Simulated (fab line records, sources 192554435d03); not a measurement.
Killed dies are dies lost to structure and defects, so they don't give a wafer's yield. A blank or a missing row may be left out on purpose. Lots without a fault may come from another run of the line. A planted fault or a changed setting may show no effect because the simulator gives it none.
Which tool did it? | flow n5_finfet | 8 lots, 24 wafers sampled, at 6 steps of a route of 1938

WHAT THE GAUGES READ, wafer by wafer
N5_STI_FIN_REVEAL_INSPECT_13: inspects for defects (darkfield).
lot  | measured    | on                | raw_defect_count
L871 | day 2 13:32 | defect_inspect-01 | 10 16 7
L872 | day 2 20:01 | defect_inspect-01 | 8 14 21
L877 | day 4 01:01 | defect_inspect-02 | 7 6 17
L879 | day 4 16:55 | defect_inspect-01 | 14 10 16
L884 | day 5 20:23 | defect_inspect-01 | 1411 1401 1323
L885 | day 6 01:58 | defect_inspect-02 | 1385 1382 1335
L891 | day 7 14:29 | defect_inspect-01 | 8 14 20
L893 | day 8 00:38 | defect_inspect-02 | 12 11 5

N5_BEOL_M4_RC_MEAS_101.
lot  | measured     | on        | DIBL_N (mV/V)  | DIBL_P (mV/V)  | IOFF_N (nA/um)    | IOFF_P (nA/um) | ION_N (uA/um) | ION_P (uA/um) | SS_N (mV/dec)  | SS_P (mV/dec)  | VT_N (mV)   | VT_P (mV)
L871 | day 7 21:32  | prober-01 | 35.2 33.2 33.7 | 35.4 33.1 34.3 | 0.146 0.118 0.132 | 0.20 0.16 0.19 | 668 661 667   | 470 461 458   | 71.2 70.4 71.0 | 73.2 73.0 72.7 | 252 254 252 | -250 -253 -250
L872 | day 8 05:31  | prober-01 | 33.3 35.7 35.2 | 32.2 35.4 34.4 | 0.102 0.135 0.136 | 0.17 0.20 0.20 | 653 654 666   | 460 456 459   | 70.6 72.1 71.4 | 72.2 73.7 72.7 | 256 254 254 | -253 -251 -249
L877 | day 9 11:20  | prober-02 | 39.3 36.9 38.1 | 39.6 36.2 36.6 | 0.205 0.154 0.160 | 0.27 0.21 0.21 | 676 662 662   | 471 456 455   | 72.0 71.2 71.5 | 75.0 74.1 74.0 | 248 254 254 | -247 -253 -254
L879 | day 9 16:02  | prober-02 | 36.1 36.3 36.6 | 35.1 35.6 35.9 | 0.155 0.168 0.159 | 0.20 0.22 0.22 | 669 681 673   | 462 465 461   | 71.7 70.9 71.8 | 73.6 73.2 74.5 | 252 248 251 | -251 -247 -250
L884 | day 11 03:14 | prober-01 | 36.4 34.0 35.7 | 37.6 35.2 37.5 | 0.171 0.133 0.155 | 0.28 0.25 0.28 | 694 680 688   | 480 485 480   | 71.3 70.9 71.4 | 73.8 73.3 74.7 | 248 249 248 | -240 -243 -244
L885 | day 11 05:07 | prober-01 | 35.5 37.3 37.1 | 34.7 36.9 37.1 | 0.141 0.182 0.174 | 0.20 0.23 0.24 | 656 684 688   | 460 472 467   | 70.8 71.4 71.6 | 73.3 72.7 73.9 | 254 249 249 | -251 -248 -248
L891 | day 13 12:47 | prober-01 | 38.1 37.2 38.8 | 38.5 36.4 38.3 | 0.208 0.179 0.202 | 0.24 0.20 0.25 | 692 673 686   | 468 455 466   | 71.7 71.9 72.1 | 73.9 73.5 74.6 | 247 249 246 | -249 -254 -250
L893 | day 13 10:40 | prober-01 | 35.1 36.1 35.9 | 35.2 36.0 36.8 | 0.132 0.156 0.150 | 0.16 0.18 0.19 | 676 674 680   | 463 461 462   | 70.9 71.5 71.0 | 72.4 73.2 72.9 | 251 250 251 | -254 -256 -253

WHICH TOOL RAN EACH LOT (tool, then ch and the chambers of the sampled wafers, then the start)
lot  | N5_FIN_CUT_ETCH_20                | N5_STI_FIN_REVEAL_CMP_04     | N5_STI_FIN_REVEAL_ETCHBACK_08     | N5_STI_FIN_REVEAL_PRECLEAN_32
L871 | rie_diel-05 ch 0,1,3, day 2 03:40 | cmp-02 ch 2,3, day 2 09:45   | rie_diel-03 ch 0,1,3, day 2 10:27 | remote_plasma-01 ch 1, day 2 13:01
L872 | rie_diel-02 ch 0,1,2, day 2 09:42 | cmp-02 ch 0,1,2, day 2 16:22 | rie_diel-03 ch 0,3, day 2 16:58   | remote_plasma-02 ch 1, day 2 19:29
L877 | rie_diel-02 ch 0,1,2, day 3 14:59 | cmp-03 ch 1,2,3, day 3 21:21 | rie_diel-06 ch 0,2, day 3 21:53   | remote_plasma-02 ch 1, day 4 00:28
L879 | rie_diel-02 ch 0,1, day 4 06:50   | cmp-02 ch 0,1, day 4 12:53   | rie_diel-01 ch 2,3, day 4 13:51   | remote_plasma-02 ch 1, day 4 16:23
L884 | rie_diel-04 ch 0,2,3, day 5 10:40 | cmp-01 ch 0,2,3, day 5 16:44 | rie_diel-06 ch 1,3, day 5 17:13   | remote_plasma-02 ch 0, day 5 19:53
L885 | rie_diel-05 ch 0,1,2, day 5 16:08 | cmp-03 ch 1,2,3, day 5 22:11 | rie_diel-03 ch 0,3, day 5 22:56   | remote_plasma-02 ch 1, day 6 01:27
L891 | rie_diel-02 ch 1,2, day 7 02:57   | cmp-02 ch 0,1,2, day 7 10:23 | rie_diel-03 ch 0,1,2, day 7 11:11 | remote_plasma-01 ch 0, day 7 13:54
L893 | rie_diel-05 ch 1,3, day 7 14:49   | cmp-02 ch 0,1,2, day 7 20:59 | rie_diel-03 ch 0,1,3, day 7 21:29 | remote_plasma-01 ch 1, day 8 00:06
- N5_FIN_CUT_ETCH_20: etches SiARC in CF4, target depth 26 nm, time 43.3 s.
- N5_STI_FIN_REVEAL_CMP_04: polishes, stops on Si3N4, t overpolish 4 s, target thk 131.83 nm.
- N5_STI_FIN_REVEAL_ETCHBACK_08: etches SiO2 in C4F6/O2, target depth 30.5 nm, time 10.167 s.
- N5_STI_FIN_REVEAL_PRECLEAN_32: cleans in NF3:NH3, afs cycles 1, time 20 s, sublimation time 60 s.

WHAT THE TOOLS THEMSELVES READ (means of the sampled wafers that have a number; where no wafer has one, the mark that the record gives instead)
N5_FIN_CUT_ETCH_20.
lot  | tool        | drypump_motor_current_A (A) | etch_rf_on_time_s (s) | oes_product_au (a.u.) | rf_vpp_V (V) | showerhead_plenum_p_Torr (Torr) | throttle_valve_pct (%)
L871 | rie_diel-05 | 5.8                         | 42.8                  | 0.69                  | 182.8        | 2.13                            | 15.43
L872 | rie_diel-02 | 6.0                         | 43.6                  | 0.66                  | 183.5        | 2.12                            | 15.78
L877 | rie_diel-02 | 6.0                         | 43.2                  | 0.66                  | 183.6        | 2.12                            | 15.80
L879 | rie_diel-02 | 5.8                         | 43.6                  | 0.60                  | 183.2        | 2.09                            | 15.85
L884 | rie_diel-04 | 5.5                         | 43.2                  | 0.59                  | 183.9        | 2.15                            | 15.75
L885 | rie_diel-05 | 5.8                         | 42.5                  | 0.71                  | 183.4        | 2.14                            | 15.51
L891 | rie_diel-02 | 6.6                         | 45.0                  | 0.67                  | 184.0        | 2.16                            | 15.89
L893 | rie_diel-05 | 5.9                         | 43.6                  | 0.67                  | 183.0        | 2.07                            | 15.48

N5_STI_FIN_REVEAL_CMP_04.
lot  | tool   | head_pressure_psi (psi) | motor_current_A (A) | overpolish_run_s (s) | platen_rpm (rpm) | slurry_filter_dp_kPa (kPa) | time_to_endpoint_s (s)
L871 | cmp-02 | 1.998                   | 7.5                 | 4.005                | 54.15            | 13.38                      | 97
L872 | cmp-02 | 1.998                   | 7.5                 | 3.996                | 54.18            | 13.54                      | 93
L877 | cmp-03 | 2.005                   | 8.1                 | 4.001                | 54.14            | 13.59                      | 104
L879 | cmp-02 | 2.004                   | 7.4                 | 3.995                | 54.15            | 13.39                      | 97
L884 | cmp-01 | 2.000                   | 7.9                 | 4.001                | 54.20            | 13.50                      | 108
L885 | cmp-03 | 1.999                   | 8.3                 | 4.005                | 54.19            | 13.51                      | 105
L891 | cmp-02 | 1.997                   | 7.8                 | 4.003                | 54.17            | 13.60                      | 97
L893 | cmp-02 | 2.003                   | 7.7                 | 4.008                | 54.18            | 13.45                      | 99

N5_STI_FIN_REVEAL_ETCHBACK_08.
lot  | tool        | O2_flow_sccm (sccm) | drypump_motor_current_A (A) | oes_product_au (a.u.) | rf_vpp_V (V) | showerhead_plenum_p_Torr (Torr) | throttle_valve_pct (%)
L871 | rie_diel-03 | 9.99                | 5.9                         | 0.71                  | 659          | 2.85                            | 21.36
L872 | rie_diel-03 | 10.03               | 5.8                         | 0.72                  | 658          | 2.84                            | 21.18
L877 | rie_diel-06 | 10.03               | 5.3                         | 0.78                  | 679          | 2.98                            | 21.31
L879 | rie_diel-01 | 10.01               | 5.4                         | 0.73                  | 650          | 2.83                            | 21.33
L884 | rie_diel-06 | 9.97                | 5.9                         | 0.89                  | 665          | 2.98                            | 21.15
L885 | rie_diel-03 | 9.96                | 5.8                         | 0.70                  | 657          | 2.83                            | 21.22
L891 | rie_diel-03 | 10.01               | 5.7                         | 0.92                  | 663          | 2.88                            | 21.24
L893 | rie_diel-03 | 10.03               | 5.9                         | 0.94                  | 658          | 2.83                            | 21.07

N5_STI_FIN_REVEAL_PRECLEAN_32.
lot  | tool             | pressure_torr (Torr)
L871 | remote_plasma-01 | 3.002
L872 | remote_plasma-02 | 3.000
L877 | remote_plasma-02 | 3.002
L879 | remote_plasma-02 | 2.986
L884 | remote_plasma-02 | 3.001
L885 | remote_plasma-02 | 3.002
L891 | remote_plasma-01 | 3.002
L893 | remote_plasma-01 | 3.001

THE ANSWER, worked out from the rows above alone
Rule: what is usual is taken from the lots themselves. Put in order of their means at a reading, lots are off if they are a third of the lots or fewer, leave a main group of 4 or more, and stand apart from it by a gap of 3 or more times the standard deviation of the main group's means; of several such gaps the widest counts. A main group whose means are all the same, to the digits that the tables above print for the reading, isn't used. A lot without any number at a reading at which 4 lots or more have one is off too. The other lots that the step has rows for count as sound. The gauges are gone through in route order, then the tools' own readings, and for those a lot's mean is taken as printed above. The first step at which some lot is off is used, and at that step the reading that is off furthest; a lot without a number counts as furthest.
Off: L884, L885, at N5_STI_FIN_REVEAL_INSPECT_13 (raw_defect_count). The main group: mean 12, standard deviation 2.
A tool fits if, at a process step before that reading, it ran every lot that is off, and no sound lot after the first of them. The gauges at N5_STI_FIN_REVEAL_INSPECT_13 are tried like those tools. One fits: remote_plasma-02 at N5_STI_FIN_REVEAL_PRECLEAN_32. Its last sound lot is L879 (day 4 16:23), its first lot that is off L884 (day 5 19:53): a fault that began between those two fits.

WHAT THE SIMULATOR HAD PUT IN
Chamber particle source: remote_plasma-02, from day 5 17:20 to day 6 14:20, at N5_STI_FIN_REVEAL_PRECLEAN_32. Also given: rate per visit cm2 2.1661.
Lots struck among those shown: L884, L885. The rule above found the same.
